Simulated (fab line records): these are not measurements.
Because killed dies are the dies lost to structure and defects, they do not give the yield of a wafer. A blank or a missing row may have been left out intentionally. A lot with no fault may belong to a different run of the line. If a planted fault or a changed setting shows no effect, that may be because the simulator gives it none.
Which tool was responsible? :: flow nand_harc :: 12 lots with 36 wafers sampled at 5 steps, on a route of 1302 steps

== WHAT THE GAUGES SHOWED, per wafer ==
NHARC_END_SORT_01.
lot: L411
measured: day 32 06:57
on: prober-01
defect_limited_yield (%): 91.0 92.8 82.1
killed_at_array: 53 42 59
killed_at_other: 3 0 0
killed_at_periphery: 5 7 62
killed_dies: 61 49 121
killed_open: 3 2 1
killed_short: 1 3 0
sort_bin_2_pct (%): 2.5 2.8 8.1
sort_bin_3_pct (%): 0.3 0.6 2.4
sort_bin_4_pct (%): 6.2 3.8 7.4
sort_n_pass: 616 628 556
sort_rim_yield_pct (%): 89 88 83
sort_yield_pct (%): 91.0 92.8 82.1

lot: L412
measured: day 32 18:35
on: prober-01
defect_limited_yield (%): 92.8 84.0 92.2
killed_at_array: 40 48 45
killed_at_other: 0 0 0
killed_at_periphery: 9 60 8
killed_dies: 49 108 53
killed_open: 5 4 4
killed_short: 2 1 3
sort_bin_2_pct (%): 2.4 7.8 2.1
sort_bin_3_pct (%): 0.3 3.0 0.6
sort_bin_4_pct (%): 4.6 5.2 5.2
sort_n_pass: 628 569 624
sort_rim_yield_pct (%): 85 81 86
sort_yield_pct (%): 92.8 84.0 92.2

lot: L414
measured: day 33 02:23
on: prober-01
defect_limited_yield (%): 89.5 89.4 91.1
killed_at_array: 66 65 54
killed_at_other: 0 0 0
killed_at_periphery: 5 7 6
killed_dies: 71 72 60
killed_open: 5 1 4
killed_short: 4 4 4
sort_bin_2_pct (%): 2.7 3.4 3.8
sort_bin_3_pct (%): 0.4 1.3 0.7
sort_bin_4_pct (%): 7.4 5.9 4.3
sort_n_pass: 606 605 617
sort_rim_yield_pct (%): 91 93 88
sort_yield_pct (%): 89.5 89.4 91.1

== WHICH TOOL RAN EACH LOT (tool, then ch and the chambers of the sampled wafers, then the start) ==
lot: L394
NHARC_P_M1_PRE_CLEAN_30: pvd_sputter-01, day 6 11:07
NHARC_A_BONDPAD_STRIP_15: rie_diel-08 ch 0,1,2, day 24 04:49
NHARC_A_BONDPAD_CMP_19: cmp-01 ch 0,1,3, day 24 06:35
NHARC_THIN_TSV_ANNEAL_52: rtp_anneal-02 ch 0, day 25 00:11

lot: L395
NHARC_P_M1_PRE_CLEAN_30: pvd_sputter-03, day 6 20:26
NHARC_A_BONDPAD_STRIP_15: rie_diel-13 ch 0,2, day 25 03:23
NHARC_A_BONDPAD_CMP_19: cmp-02 ch 0,2, day 25 05:04
NHARC_THIN_TSV_ANNEAL_52: rtp_anneal-01 ch 0, day 25 22:28

lot: L396
NHARC_P_M1_PRE_CLEAN_30: pvd_sputter-01, day 7 10:40
NHARC_A_BONDPAD_STRIP_15: rie_diel-10 ch 0,3, day 25 03:54
NHARC_A_BONDPAD_CMP_19: cmp-02 ch 1,2,3, day 25 05:42
NHARC_THIN_TSV_ANNEAL_52: rtp_anneal-02 ch 0, day 25 23:40

lot: L400
NHARC_P_M1_PRE_CLEAN_30: pvd_sputter-02, day 9 04:36
NHARC_A_BONDPAD_STRIP_15: rie_diel-08 ch 0,1,3, day 25 23:13
NHARC_A_BONDPAD_CMP_19: cmp-04 ch 2,3, day 26 00:53
NHARC_THIN_TSV_ANNEAL_52: rtp_anneal-02 ch 0, day 26 18:43

lot: L402
NHARC_P_M1_PRE_CLEAN_30: pvd_sputter-02, day 9 20:58
NHARC_A_BONDPAD_STRIP_15: rie_diel-08 ch 0,2,3, day 26 14:20
NHARC_A_BONDPAD_CMP_19: cmp-02 ch 0,1,3, day 26 15:59
NHARC_THIN_TSV_ANNEAL_52: rtp_anneal-02 ch 0, day 27 09:52

lot: L403
NHARC_P_M1_PRE_CLEAN_30: pvd_sputter-02, day 10 09:18
NHARC_A_BONDPAD_STRIP_15: rie_diel-13 ch 1,2,3, day 27 12:29
NHARC_A_BONDPAD_CMP_19: cmp-01 ch 0,1,2, day 27 14:23
NHARC_THIN_TSV_ANNEAL_52: rtp_anneal-02 ch 0, day 28 09:20

lot: L410
NHARC_P_M1_PRE_CLEAN_30: pvd_sputter-01, day 12 16:46
NHARC_A_BONDPAD_STRIP_15: rie_diel-13 ch 0,3, day 30 09:43
NHARC_A_BONDPAD_CMP_19: cmp-04 ch 0,1, day 30 11:24
NHARC_THIN_TSV_ANNEAL_52: rtp_anneal-01 ch 0, day 31 06:53

lot: L411
NHARC_P_M1_PRE_CLEAN_30: pvd_sputter-02, day 13 05:19
NHARC_A_BONDPAD_STRIP_15: rie_diel-13 ch 0,1, day 31 03:10
NHARC_A_BONDPAD_CMP_19: cmp-01 ch 0,3, day 31 04:49
NHARC_THIN_TSV_ANNEAL_52: rtp_anneal-02 ch 0, day 31 20:32

lot: L412
NHARC_P_M1_PRE_CLEAN_30: pvd_sputter-02, day 13 21:35
NHARC_A_BONDPAD_STRIP_15: rie_diel-10 ch 0,1,2, day 31 06:30
NHARC_A_BONDPAD_CMP_19: cmp-02 ch 0,1,3, day 31 08:08
NHARC_THIN_TSV_ANNEAL_52: rtp_anneal-01 ch 0, day 32 06:54

lot: L414
NHARC_P_M1_PRE_CLEAN_30: pvd_sputter-03, day 14 11:16
NHARC_A_BONDPAD_STRIP_15: rie_diel-10 ch 0,3, day 31 08:26
NHARC_A_BONDPAD_CMP_19: cmp-01 ch 0,1,3, day 31 10:04
NHARC_THIN_TSV_ANNEAL_52: rtp_anneal-01 ch 0, day 32 07:53

lot: L415
NHARC_P_M1_PRE_CLEAN_30: pvd_sputter-01, day 15 11:49
NHARC_A_BONDPAD_STRIP_15: rie_diel-13 ch 0,2,3, day 32 00:13
NHARC_A_BONDPAD_CMP_19: cmp-04 ch 0,1,3, day 32 01:50
NHARC_THIN_TSV_ANNEAL_52: rtp_anneal-02 ch 0, day 32 20:21

lot: L417
NHARC_P_M1_PRE_CLEAN_30: pvd_sputter-01, day 15 22:55
NHARC_A_BONDPAD_STRIP_15: rie_diel-08 ch 0,1,2, day 33 00:43
NHARC_A_BONDPAD_CMP_19: cmp-02 ch 0,2, day 33 02:22
NHARC_THIN_TSV_ANNEAL_52: rtp_anneal-01 ch 0, day 33 18:11
- NHARC_P_M1_PRE_CLEAN_30: time 30 s.
- NHARC_A_BONDPAD_STRIP_15: strips in O2.
- NHARC_A_BONDPAD_CMP_19: polishes, t overpolish 30 s, cu recess touch 16 s, target thk 169.82 nm.
- NHARC_THIN_TSV_ANNEAL_52: time 90 s.

== WHAT THE TOOLS THEMSELVES READ (means of the sampled wafers that have a number; where no wafer has one, the mark that the record gives instead) ==
NHARC_P_M1_PRE_CLEAN_30.
lot: L394
tool: pvd_sputter-01
heater_power_w (W): 399

lot: L395
tool: pvd_sputter-03
heater_power_w (W): 456

lot: L396
tool: pvd_sputter-01
heater_power_w (W): 396

lot: L400
tool: pvd_sputter-02
heater_power_w (W): 360

lot: L402
tool: pvd_sputter-02
heater_power_w (W): 360

lot: L403
tool: pvd_sputter-02
heater_power_w (W): 360

lot: L410
tool: pvd_sputter-01
heater_power_w (W): 393

lot: L411
tool: pvd_sputter-02
heater_power_w (W): 371

lot: L412
tool: pvd_sputter-02
heater_power_w (W): 368

lot: L414
tool: pvd_sputter-03
heater_power_w (W): 394

lot: L415
tool: pvd_sputter-01
heater_power_w (W): 397

lot: L417
tool: pvd_sputter-01
heater_power_w (W): 407

NHARC_A_BONDPAD_STRIP_15.
lot: L394
tool: rie_diel-08
drypump_motor_current_A (A): 5.7
oes_product_au (a.u.): 1.004
rf_vpp_V (V): 57.6
showerhead_plenum_p_Torr (Torr): 3.41
throttle_valve_pct (%): 17.034

lot: L395
tool: rie_diel-13
drypump_motor_current_A (A): 5.7
oes_product_au (a.u.): 0.995
rf_vpp_V (V): 58.1
showerhead_plenum_p_Torr (Torr): 3.65
throttle_valve_pct (%): 17.035

lot: L396
tool: rie_diel-10
drypump_motor_current_A (A): 5.5
oes_product_au (a.u.): 1.012
rf_vpp_V (V): 57.9
showerhead_plenum_p_Torr (Torr): 3.62
throttle_valve_pct (%): 17.036

lot: L400
tool: rie_diel-08
drypump_motor_current_A (A): 5.6
oes_product_au (a.u.): 0.989
rf_vpp_V (V): 57.5
showerhead_plenum_p_Torr (Torr): 3.41
throttle_valve_pct (%): 17.037

lot: L402
tool: rie_diel-08
drypump_motor_current_A (A): 5.7
oes_product_au (a.u.): 0.999
rf_vpp_V (V): 57.4
showerhead_plenum_p_Torr (Torr): 3.38
throttle_valve_pct (%): 17.043

lot: L403
tool: rie_diel-13
drypump_motor_current_A (A): 6.1
oes_product_au (a.u.): 1.000
rf_vpp_V (V): 56.8
showerhead_plenum_p_Torr (Torr): 3.39
throttle_valve_pct (%): 17.029

lot: L410
tool: rie_diel-13
drypump_motor_current_A (A): 5.7
oes_product_au (a.u.): 0.990
rf_vpp_V (V): 57.9
showerhead_plenum_p_Torr (Torr): 3.58
throttle_valve_pct (%): 17.039

lot: L411
tool: rie_diel-13
drypump_motor_current_A (A): 5.9
oes_product_au (a.u.): 0.998
rf_vpp_V (V): 59.2
showerhead_plenum_p_Torr (Torr): 3.49
throttle_valve_pct (%): 17.032

lot: L412
tool: rie_diel-10
drypump_motor_current_A (A): 5.8
oes_product_au (a.u.): 1.007
rf_vpp_V (V): 57.5
showerhead_plenum_p_Torr (Torr): 3.44
throttle_valve_pct (%): 17.030

lot: L414
tool: rie_diel-10
drypump_motor_current_A (A): 5.5
oes_product_au (a.u.): 0.999
rf_vpp_V (V): 57.2
showerhead_plenum_p_Torr (Torr): 3.62
throttle_valve_pct (%): 17.032

lot: L415
tool: rie_diel-13
drypump_motor_current_A (A): 5.8
oes_product_au (a.u.): 0.993
rf_vpp_V (V): 57.0
showerhead_plenum_p_Torr (Torr): 3.53
throttle_valve_pct (%): 17.037

lot: L417
tool: rie_diel-08
drypump_motor_current_A (A): 5.7
oes_product_au (a.u.): 1.000
rf_vpp_V (V): 58.3
showerhead_plenum_p_Torr (Torr): 3.56
throttle_valve_pct (%): 17.039

NHARC_A_BONDPAD_CMP_19.
lot: L394
tool: cmp-01
motor_current_A (A): 12.4
overpolish_run_s (s): 29.998
retaining_ring_pressure_frac: 1.002
slurry_flow_ml_min: 150.7

lot: L395
tool: cmp-02
motor_current_A (A): 11.0
overpolish_run_s (s): 30.003
retaining_ring_pressure_frac: 1.001
slurry_flow_ml_min: 150.5

lot: L396
tool: cmp-02
motor_current_A (A): 11.9
overpolish_run_s (s): 30.001
retaining_ring_pressure_frac: 0.997
slurry_flow_ml_min: 149.7

lot: L400
tool: cmp-04
motor_current_A (A): 11.3
overpolish_run_s (s): 30.003
retaining_ring_pressure_frac: 1.000
slurry_flow_ml_min: 150.1

lot: L402
tool: cmp-02
motor_current_A (A): 12.3
overpolish_run_s (s): 30.002
retaining_ring_pressure_frac: 0.999
slurry_flow_ml_min: 150.5

lot: L403
tool: cmp-01
motor_current_A (A): 12.0
overpolish_run_s (s): 30.005
retaining_ring_pressure_frac: 1.000
slurry_flow_ml_min: 150.1

lot: L410
tool: cmp-04
motor_current_A (A): 12.6
overpolish_run_s (s): 29.994
retaining_ring_pressure_frac: 1.004
slurry_flow_ml_min: 149.9

lot: L411
tool: cmp-01
motor_current_A (A): 12.7
overpolish_run_s (s): 30.007
retaining_ring_pressure_frac: 1.008
slurry_flow_ml_min: 150.9

lot: L412
tool: cmp-02
motor_current_A (A): 12.4
overpolish_run_s (s): 29.999
retaining_ring_pressure_frac: 1.000
slurry_flow_ml_min: 150.1

lot: L414
tool: cmp-01
motor_current_A (A): 12.4
overpolish_run_s (s): 29.997
retaining_ring_pressure_frac: 0.995
slurry_flow_ml_min: 149.9

lot: L415
tool: cmp-04
motor_current_A (A): 11.6
overpolish_run_s (s): 30.003
retaining_ring_pressure_frac: 0.997
slurry_flow_ml_min: 150.0

lot: L417
tool: cmp-02
motor_current_A (A): 10.5
overpolish_run_s (s): 30.001
retaining_ring_pressure_frac: 1.001
slurry_flow_ml_min: 150.5

NHARC_THIN_TSV_ANNEAL_52.
lot: L394
tool: rtp_anneal-02
wafer_temp_C_max: 225.47

lot: L395
tool: rtp_anneal-01
wafer_temp_C_max: 225.88

lot: L396
tool: rtp_anneal-02
wafer_temp_C_max: 225.90

lot: L400
tool: rtp_anneal-02
wafer_temp_C_max: 226.07

lot: L402
tool: rtp_anneal-02
wafer_temp_C_max: 225.73

lot: L403
tool: rtp_anneal-02
wafer_temp_C_max: 225.83

lot: L410
tool: rtp_anneal-01
wafer_temp_C_max: 225.75

lot: L411
tool: rtp_anneal-02
wafer_temp_C_max: 225.56

lot: L412
tool: rtp_anneal-01
wafer_temp_C_max: 225.89

lot: L414
tool: rtp_anneal-01
wafer_temp_C_max: 225.91

lot: L415
tool: rtp_anneal-02
wafer_temp_C_max: 225.48

lot: L417
tool: rtp_anneal-01
wafer_temp_C_max: 225.99

== THE ANSWER, worked out from the rows above alone ==
Rule: what is usual is taken from the lots themselves. Put in order of their means at a reading, lots are off if they are a third of the lots or fewer, leave a main group of 4 or more, and stand apart from it by a gap of 3 or more times the standard deviation of the main group's means; of several such gaps the widest counts. If all means in a main group match to the digits the tables above print for the reading, that group is not used. Also off: a lot with no number at a reading for which 4 or more lots have one. All remaining lots with rows at the step are treated as sound. The gauges are gone through in route order, then the tools' own readings, and for those a lot's mean is taken as printed above. The first step at which some lot is off is used, and at that step the reading that is off furthest; a lot without a number counts as furthest.
Nothing can be told from this: no lot is off at any reading shown.

== WHAT WAS PUT IN BY THE SIMULATOR ==
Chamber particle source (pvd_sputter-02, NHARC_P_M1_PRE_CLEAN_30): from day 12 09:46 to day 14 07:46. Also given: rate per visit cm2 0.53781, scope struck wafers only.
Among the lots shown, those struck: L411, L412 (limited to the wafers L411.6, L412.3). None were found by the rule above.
